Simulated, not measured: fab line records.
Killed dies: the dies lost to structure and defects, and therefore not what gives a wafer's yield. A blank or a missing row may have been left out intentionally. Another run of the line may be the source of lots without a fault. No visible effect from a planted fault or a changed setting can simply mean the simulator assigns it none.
The same fault as seen by 2 desks -- flow nandHarc -- every desk sees just its own numbers, and what lay behind them comes last

## FROM THE METROLOGY DESK
Means of the sampled wafers that have a number, per lot and without regard to the tool the lot ran on: this is what the gauges read. The brackets show how far a lot's mean lies from the usual mean; more than 4 standard deviations puts the lot out of limits, marked OUT.
Columns: A = thkNm at NHARC_A_ONON_D1_THK_MEAS_21, usual 998 nm; B = thkNm at NHARC_A_ONON_D1_THK_MEAS_27, usual 997 nm
lot,first seen here,A,B
L925,day 9 12:32,980,995
L926,day 9 21:08,1010,1162 (+17) OUT
L927,day 10 06:46,1011,1228 (+23) OUT
L930,day 11 15:53,990,1098 (+10) OUT
L933,day 13 05:56,993,1005
L936,day 14 04:46,998,997
L937,day 14 04:46,1000,993
L935,day 14 04:47,1004,1016
L938,day 15 04:16,999,996
L940,day 15 21:12,1000,1000
L941,day 16 04:20,991,989
L942,day 16 15:32,1003,986
L944,day 17 16:25,1002,994
This desk's finding: out of limits on L926, L927, L930; first on L926, day 9 22:16 (thkNm at NHARC_A_ONON_D1_THK_MEAS_27). Within limits: L925, L933, L936, L937, L935, L938, L940, L941, L942, L944.

## THE DEFECT DESK
Lot by lot, what the route's inspections counted, given as the mean of those sampled wafers with a number. The brackets show how far a lot's mean lies from the usual mean; more than 4 standard deviations puts the lot out of limits, marked OUT.
Columns: A = rawDefectCount at NHARC_A_SOURCE_PLATE_INSPECT_08, usual 60
lot,first seen here,A
L925,day 9 01:09,67
L926,day 9 09:34,73
L927,day 9 19:14,64
L930,day 11 04:41,50
L933,day 12 18:53,70
L936,day 13 16:47,35
L937,day 13 16:47,54
L935,day 13 16:48,36
L938,day 14 13:46,106
L940,day 15 06:59,38
L941,day 15 16:44,50
L942,day 16 04:23,55
L944,day 17 04:21,72
Finding of this desk: none of the 13 lots has anything out of limits.

## ALL TOGETHER
The metrology desk could have raised an alarm at day 9 22:16, on L926, L927, L930.
The defect desk saw nothing out of limits.
The defect desk has L926, L927, L930 on record, within its limits.
Of the lots named, all ran NHARC_A_ONON_D1_DEP_25 on pecvdOnon-03.

## WHAT THE SIMULATOR HAD INSERTED
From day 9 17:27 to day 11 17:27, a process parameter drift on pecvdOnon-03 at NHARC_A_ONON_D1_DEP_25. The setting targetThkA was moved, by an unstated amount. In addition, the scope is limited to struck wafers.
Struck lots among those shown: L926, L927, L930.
Hours from the fault's start to each desk's first reading out of limits: the metrology desk, 5.
